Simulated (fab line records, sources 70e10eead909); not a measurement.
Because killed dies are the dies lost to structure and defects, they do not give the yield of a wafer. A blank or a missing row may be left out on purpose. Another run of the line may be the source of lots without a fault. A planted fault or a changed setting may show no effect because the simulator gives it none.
Chamber matching / flow nand_harc / NHARC_A_STAIRCASE_DEP_301 on pecvd-04 has 3 sister chambers
The step deposits SiON, target thk 30 nm. 3 wafers are shown with their chamber, then 7 later ones without.

## EACH WAFER AND ITS CHAMBER
wafer=L083.3; chamber=2; rf_fwd_power_W (W)=347.4
wafer=L088.1; chamber=1; rf_fwd_power_W (W)=349.1
wafer=L088.2; chamber=0; rf_fwd_power_W (W)=350.1

## WAFERS WITH NO CHAMBER GIVEN
wafer=L088.4; rf_fwd_power_W (W)=349.1
wafer=L090.1; rf_fwd_power_W (W)=348.3
wafer=L090.3; rf_fwd_power_W (W)=347.8
wafer=L090.4; rf_fwd_power_W (W)=347.9
wafer=L091.2; rf_fwd_power_W (W)=348.1
wafer=L091.4; rf_fwd_power_W (W)=350.8
wafer=L091.5; rf_fwd_power_W (W)=349.4

## EACH ONE'S CHAMBER
wafer=L088.4; from the rows above=can't be placed: 1 or 0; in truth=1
wafer=L090.1; from the rows above=can't be placed: 1 or 2 or 0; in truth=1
wafer=L090.3; from the rows above=can't be placed: 2 or 1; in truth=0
wafer=L090.4; from the rows above=can't be placed: 2 or 1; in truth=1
wafer=L091.2; from the rows above=can't be placed: 2 or 1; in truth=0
wafer=L091.4; from the rows above=can't be placed: 0 or 1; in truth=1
wafer=L091.5; from the rows above=can't be placed: 1 or 0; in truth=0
Placed correctly: 0 of 7. Not placeable from these rows: 7 (in 5, the candidates include the true chamber). Number placed wrongly: 0.
How it was worked out, from the rows above alone: a wafer's distance from a chamber is the root of the sum, over the readings, of the square of ((its reading less the chamber's mean) divided by the reading's scatter). If the next closest chamber is less than 2 further off than the closest, the wafer can't be placed; otherwise it belongs to the closest. For every chamber, the mean is computed from those of its wafers that are shown. The scatter (one wafer shown for each chamber): square how far every hidden wafer sits from the nearest shown wafer, average those squares and take the square root.
